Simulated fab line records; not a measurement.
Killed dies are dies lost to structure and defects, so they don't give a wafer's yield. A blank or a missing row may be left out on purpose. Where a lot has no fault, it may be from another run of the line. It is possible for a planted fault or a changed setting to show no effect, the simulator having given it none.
Lot-split experiment | flow n5-finfet | route with 1938 steps; 7 lots, 21 wafers read

ON THE SPLIT
At N5_BEOL_M5_COAT_05 (resist thk 30 nm), the setting spin-rpm was moved away from the recipe's 1500 rpm on 10 of the 21 wafers read, by -8.9% to +8.6%. This setting was run at the recipe's value on the other wafers.

The reading comes from the split's own step.

THE READING
CAR-EUV_of_BEOL_M5_COAT_05.thk-nm (the simulator's own value, which no gauge read), in nm, at N5_BEOL_M5_COAT_05 (resist thk 30 nm). The file gives no usual value for it. Average 30.0 nm, standard deviation 0.085 nm, over the 11 wafers here run with the recipe.

wafer  | tool, chamber at the split | spin-rpm as run, rpm | against the recipe | CAR-EUV_of_BEOL_M5_COAT_05.thk-nm, nm | against lot-mates on the recipe
L078.1 | litho-track-04, 0          | 1500                 | recipe             | 30                                    | -
L078.5 | litho-track-04, 0          | 1500                 | recipe             | 30                                    | -
L078.6 | litho-track-04, 0          | 1500                 | recipe             | 30                                    | -
L084.4 | litho-track-01, 0          | 1454                 | -3.1%              | 30.6                                  | +0.6
L084.5 | litho-track-01, 0          | 1454                 | -3.1%              | 30.8                                  | +0.8
L084.6 | litho-track-01, 0          | 1500                 | recipe             | 30                                    | -
L085.4 | litho-track-01, 0          | 1427                 | -4.9%              | 30.8                                  | +0.6
L085.5 | litho-track-01, 0          | 1500                 | recipe             | 30.2                                  | -
L085.6 | litho-track-01, 0          | 1427                 | -4.9%              | 31                                    | +0.8
L087.3 | litho-track-04, 0          | 1366                 | -8.9%              | 31.6                                  | +1.6
L087.6 | litho-track-04, 0          | 1366                 | -8.9%              | 31.6                                  | +1.6
L087.5 | litho-track-04, 0          | 1500                 | recipe             | 30                                    | -
L089.1 | litho-track-01, 0          | 1629                 | +8.6%              | 28.8                                  | -1.2
L089.4 | litho-track-01, 0          | 1629                 | +8.6%              | 28.8                                  | -1.2
L089.2 | litho-track-01, 0          | 1500                 | recipe             | 30                                    | -
L094.1 | litho-track-01, 0          | 1572                 | +4.8%              | 29.2                                  | -0.8
L094.4 | litho-track-01, 0          | 1572                 | +4.8%              | 29.2                                  | -0.8
L094.5 | litho-track-01, 0          | 1500                 | recipe             | 30                                    | -
L097.1 | litho-track-01, 0          | 1500                 | recipe             | 29.8                                  | -
L097.2 | litho-track-01, 0          | 1500                 | recipe             | 30                                    | -
L097.6 | litho-track-01, 0          | 1500                 | recipe             | 30                                    | -

FIT RESULTS
A straight line over all 21 wafers: CAR-EUV_of_BEOL_M5_COAT_05.thk-nm changes by -0.166 nm for each +1% of spin-rpm; r = -0.99; the points scatter about the line by 0.12 nm.
The same after taking each lot's own level away (the mean of its wafers on the recipe; 21 wafers): -0.161 nm for each +1%; r = -0.99; scatter 0.11 nm.
On that fit, the largest move of spin-rpm shifts the reading by 1.4 nm.
From 29.93 to 30.20 nm: that is the span of the lots' own levels, equal to 3.1 times the standard deviation above.
Hence the lot-to-lot level has little effect on the slope; both slopes agree.
Check: with one of the wafers moved furthest among these (-8.9%) left out of the fit, the line predicts +1.45 nm for it against its lot-mates. It came out at +1.6 nm against them.

FURTHER SPLITS ON THESE WAFERS
Before the reading, these wafers also passed through other splits. Each is held against what the fit with the lots' levels taken away leaves over:
other split on the same wafers    | wafers away from the commonest value | r with CAR-EUV_of_BEOL_M5_COAT_05.thk-nm (lot level and that fit taken away)
N5_BEOL_M2_COAT_62 spin-rpm       | 6                                    | -0.38
N5_BEOL_M3_ILD_DEP_00 time-s      | 8                                    | +0.51
N5_BEOL_M3_HM_DEP_02 target-thk-a | 6                                    | -0.31
N5_BEOL_M5_HM_DEP_02 target-thk-a | 7                                    | -0.09

FILE'S OWN FIT
CAR-EUV_of_BEOL_M5_COAT_05.thk-nm changes by -0.162 nm for each +1% of spin-rpm, r = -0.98.
